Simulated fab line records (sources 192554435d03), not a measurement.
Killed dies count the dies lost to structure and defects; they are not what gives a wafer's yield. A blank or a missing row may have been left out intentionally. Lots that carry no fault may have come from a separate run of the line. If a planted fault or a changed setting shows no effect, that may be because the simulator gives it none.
Chamber matching	flow n5Finfet	3 sister chambers for N5_BEOL_M2_CO_CAP_55 on cvdCo-02
The step material Co, precursor CCTBA/H2, target thk 2 nm, time 102.1 s. 6 wafers are shown with their chamber, then 12 later ones without.

== WAFERS PAIRED WITH THEIR CHAMBERS ==
wafer	chamber	heaterPowerW (W)
L088.2	2	246
L091.4	0	240
L091.5	2	245
L092.2	1	219
L092.3	0	235
L092.5	1	218

== WAFERS WITHOUT THEIR CHAMBER ==
wafer	heaterPowerW (W)
L095.3	237
L095.4	216
L095.5	249
L094.2	237
L094.3	247
L094.5	221
L097.1	243
L097.2	218
L097.3	253
L096.3	217
L096.4	251
L096.5	222

== CHAMBER TAKEN BY EACH ==
wafer	from the rows above	in truth
L095.3	0	0
L095.4	1	1
L095.5	2	2
L094.2	0	0
L094.3	2	2
L094.5	1	1
L097.1	can't be placed: 2 or 0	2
L097.2	1	1
L097.3	2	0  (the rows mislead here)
L096.3	1	1
L096.4	2	2
L096.5	1	1
Placed correctly: 10 of 12. Not placeable from these rows: 1 (in 1, the candidates include the true chamber). Number placed wrongly: 1.
How it was worked out, from the rows above alone: a wafer's distance from a chamber is the root of the sum, over the readings, of the square of ((its reading less the chamber's mean) divided by the reading's scatter). The wafer belongs to the nearest chamber; if the next one is less than 2 further off, it can't be placed. The mean given for a chamber averages the wafers shown for that chamber. The scatter: take each reading less its chamber's mean, square it, sum over the shown wafers, divide by the number of wafers less the number of chambers, and take the root.
